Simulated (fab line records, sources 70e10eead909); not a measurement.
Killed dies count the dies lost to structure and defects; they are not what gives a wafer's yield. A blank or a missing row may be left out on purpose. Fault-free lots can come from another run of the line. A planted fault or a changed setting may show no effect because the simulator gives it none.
Chamber matching | flow nand-harc | 4 sister chambers for NHARC_A_CONTACT_ETCH_91 on rie-diel-07
The step etches the open film in CH3F/O2, target depth 40 nm, time 85.7 s. 8 wafers are shown with their chamber, then 10 later ones without.

== EACH WAFER AND ITS CHAMBER ==
wafer  | chamber | showerhead-plenum-p-Torr (Torr) | drypump-motor-current-A (A)
L085.3 | 1       | 2.54                            | 5.9
L086.2 | 0       | 2.34                            | 6.3
L086.5 | 2       | 2.49                            | 6.1
L093.2 | 3       | 2.57                            | 5.6
L093.3 | 1       | 2.54                            | 5.9
L093.5 | 2       | 2.48                            | 6.0
L091.1 | 0       | 2.34                            | 6.3
L091.3 | 3       | 2.57                            | 5.6

== WAFERS WITHOUT THEIR CHAMBER ==
wafer  | showerhead-plenum-p-Torr (Torr) | drypump-motor-current-A (A)
L091.5 | 2.54                            | 5.9
L095.1 | 2.48                            | 6.1
L095.4 | 2.54                            | 5.9
L095.5 | 2.54                            | 5.9
L097.3 | 2.54                            | 5.9
L097.4 | 2.33                            | 6.3
L097.6 | 2.54                            | 5.9
L096.2 | 2.48                            | 6.1
L096.3 | 2.33                            | 6.3
L096.6 | 2.57                            | 5.6

== WHICH CHAMBER EACH ONE RAN IN ==
wafer  | from the rows above | in truth
L091.5 | 1                   | 1
L095.1 | 2                   | 2
L095.4 | 1                   | 1
L095.5 | 1                   | 1
L097.3 | 1                   | 1
L097.4 | 0                   | 0
L097.6 | 1                   | 1
L096.2 | 2                   | 2
L096.3 | 0                   | 0
L096.6 | 3                   | 3
Correctly placed: 10 of 10. Not placeable from these rows: 0. Placed wrongly: 0.
How it was worked out, from the rows above alone: a wafer's distance from a chamber is the root of the sum, over the readings, of the square of ((its reading less the chamber's mean) divided by the reading's scatter). The wafer belongs to the nearest chamber; if the next one is less than 2 further off, it can't be placed. The mean given for a chamber averages the wafers shown for that chamber. The scatter: take each reading less its chamber's mean, square it, sum over the shown wafers, divide by the number of wafers less the number of chambers, and take the root.
